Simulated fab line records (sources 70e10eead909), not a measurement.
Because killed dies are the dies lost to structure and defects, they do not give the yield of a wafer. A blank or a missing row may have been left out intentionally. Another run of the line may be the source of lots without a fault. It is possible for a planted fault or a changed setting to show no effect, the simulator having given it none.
Chamber matching    flow nand_harc    NHARC_P_GATE_DEP_103 on pecvd-03: 3 sister chambers
The step deposits SiON, target thk 30 nm. 14 wafers are shown with their chamber, then 7 later ones without.

== EACH WAFER AND ITS CHAMBER ==
wafer   chamber  heater_power_w (W)  susceptor_temp_C (C)
L313.2  1        645                 400.00
L313.5  0        682                 400.34
L313.6  2        595                 399.99
L315.2  1        606                 399.81
L315.4  2        558                 399.94
L315.5  0        594                 399.96
L316.1  2        577                 399.80
L316.2  1        591                 400.17
L316.3  0        700                 399.67
L318.2  2        623                 399.67
L318.4  0        573                 399.93
L318.5  1        545                 400.14
L331.1  0        681                 399.90
L331.3  2        611                 399.61

SIGNATURES, as means of the wafers listed above
reading           chamber 0  chamber 1  chamber 2  scatter within a chamber
heater_power_w    646.00     596.75     592.80     44
susceptor_temp_C  399.9600   400.0300   399.8020   0.196
Rule: for a wafer and a chamber, the distance is found by dividing, reading by reading, the gap between the wafer's reading and the chamber's mean by the reading's scatter, squaring, summing and taking the root. If the next closest chamber is less than 2 further off than the closest, the wafer can't be placed; otherwise it belongs to the closest. The scatter is the square root of a quotient: the sum, over the shown wafers, of each reading's squared deviation from its chamber's mean, divided by wafers minus chambers.

== WAFERS WITH NO CHAMBER GIVEN ==
wafer   heater_power_w (W)  susceptor_temp_C (C)
L331.5  672                 400.36
L333.2  568                 400.09
L333.4  553                 400.12
L333.5  649                 399.97
L334.3  633                 400.33
L334.5  669                 400.36
L334.6  651                 400.08

== THE CHAMBER EACH PASSED THROUGH ==
wafer   from the rows above           in truth
L331.5  can't be placed: 0 or 1 or 2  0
L333.2  can't be placed: 1 or 2 or 0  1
L333.4  can't be placed: 1 or 2 or 0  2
L333.5  can't be placed: 0 or 1 or 2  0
L334.3  can't be placed: 1 or 0 or 2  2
L334.5  can't be placed: 0 or 1 or 2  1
L334.6  can't be placed: 0 or 1 or 2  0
0 of 7 placed correctly. Unplaceable from these rows: 7, with the true chamber sitting among the candidates in 7. 0 placed wrongly.
